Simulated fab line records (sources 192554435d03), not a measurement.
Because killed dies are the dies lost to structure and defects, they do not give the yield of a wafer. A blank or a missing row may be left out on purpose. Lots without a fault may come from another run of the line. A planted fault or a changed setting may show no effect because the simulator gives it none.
Matching of chambers / flow n5 finfet / 4 sister chambers for N5_HKMG_FIN_ALD_79 on ald metal-04
The step deposits TiN, target thk 1.5 nm, pulse time 1 s, purge time 3 s. 4 wafers are shown with their chamber, then 9 later ones without.

== WAFERS, EACH WITH ITS CHAMBER ==
wafer=L085.1; chamber=3; heater power w (W)=1082
wafer=L085.4; chamber=0; heater power w (W)=932
wafer=L085.5; chamber=1; heater power w (W)=948
wafer=L085.6; chamber=2; heater power w (W)=930

== WAFERS WITH NO CHAMBER GIVEN ==
wafer=L087.2; heater power w (W)=942
wafer=L087.4; heater power w (W)=1086
wafer=L087.5; heater power w (W)=907
wafer=L093.2; heater power w (W)=957
wafer=L093.3; heater power w (W)=941
wafer=L093.4; heater power w (W)=1117
wafer=L097.1; heater power w (W)=942
wafer=L097.3; heater power w (W)=981
wafer=L097.5; heater power w (W)=969

== EACH ONE'S CHAMBER ==
wafer=L087.2; from the rows above=can't be placed: 1 or 0 or 2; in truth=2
wafer=L087.4; from the rows above=3; in truth=3
wafer=L087.5; from the rows above=can't be placed: 2 or 0 or 1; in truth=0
wafer=L093.2; from the rows above=can't be placed: 1 or 0 or 2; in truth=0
wafer=L093.3; from the rows above=can't be placed: 1 or 0 or 2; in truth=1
wafer=L093.4; from the rows above=3; in truth=3
wafer=L097.1; from the rows above=can't be placed: 1 or 0 or 2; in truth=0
wafer=L097.3; from the rows above=can't be placed: 1 or 0 or 2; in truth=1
wafer=L097.5; from the rows above=can't be placed: 1 or 0 or 2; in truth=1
2 of 9 placed correctly. Can't be placed from these rows: 7 (the true chamber is among the candidates in 7). 0 placed wrongly.
How it was worked out, from the rows above alone: a wafer's distance from a chamber is the root of the sum, over the readings, of the square of ((its reading less the chamber's mean) divided by the reading's scatter). If the next closest chamber is less than 2 further off than the closest, the wafer can't be placed; otherwise it belongs to the closest. For every chamber, the mean is computed from those of its wafers that are shown. The scatter: with one shown wafer a chamber, the root of the mean of the squares of how far each hidden wafer lies from its nearest shown one.
